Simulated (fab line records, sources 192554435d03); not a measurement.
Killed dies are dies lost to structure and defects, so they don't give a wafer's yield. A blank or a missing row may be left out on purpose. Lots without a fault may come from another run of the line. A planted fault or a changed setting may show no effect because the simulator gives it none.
Chamber matching | flow n5_finfet | N5_BEOL_M12_DESCUM_33 on rie_diel-03: 4 sister chambers
The step chemistry O2, time 7.9 s. 7 wafers are shown with their chamber, then 8 later ones without.

WAFERS WITH THEIR CHAMBER
wafer  | chamber | throttle_valve_pct (%) | showerhead_plenum_p_Torr (Torr)
L078.1 | 1       | 20.42                  | 2.11
L078.3 | 0       | 20.19                  | 2.16
L081.3 | 2       | 20.02                  | 2.22
L080.1 | 3       | 20.55                  | 2.06
L080.4 | 2       | 20.03                  | 2.22
L080.5 | 3       | 20.56                  | 2.06
L083.2 | 1       | 20.43                  | 2.10

WAFERS WITHOUT THEIR CHAMBER
wafer  | throttle_valve_pct (%) | showerhead_plenum_p_Torr (Torr)
L083.3 | 19.88                  | 2.16
L083.5 | 20.45                  | 2.10
L084.1 | 20.03                  | 2.22
L084.3 | 19.91                  | 2.16
L084.6 | 19.90                  | 2.16
L088.3 | 20.47                  | 2.10
L088.4 | 20.02                  | 2.22
L088.6 | 20.58                  | 2.05

WHICH CHAMBER EACH WENT THROUGH
wafer  | from the rows above | in truth
L083.3 | 2                   | 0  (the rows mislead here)
L083.5 | 1                   | 1
L084.1 | 2                   | 2
L084.3 | 2                   | 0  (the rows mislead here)
L084.6 | 2                   | 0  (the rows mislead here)
L088.3 | 1                   | 1
L088.4 | 2                   | 2
L088.6 | 3                   | 3
Placed correctly: 5 of 8. Can't be placed from these rows: 0. Placed wrongly: 3.
How it was worked out, from the rows above alone: a wafer's distance from a chamber is the root of the sum, over the readings, of the square of ((its reading less the chamber's mean) divided by the reading's scatter). The wafer belongs to the nearest chamber; if the next one is less than 2 further off, it can't be placed. A chamber's mean is the mean of its shown wafers. The scatter: the root of (the sum of the squares of (reading less its chamber's mean) over the shown wafers, divided by (wafers less chambers)).
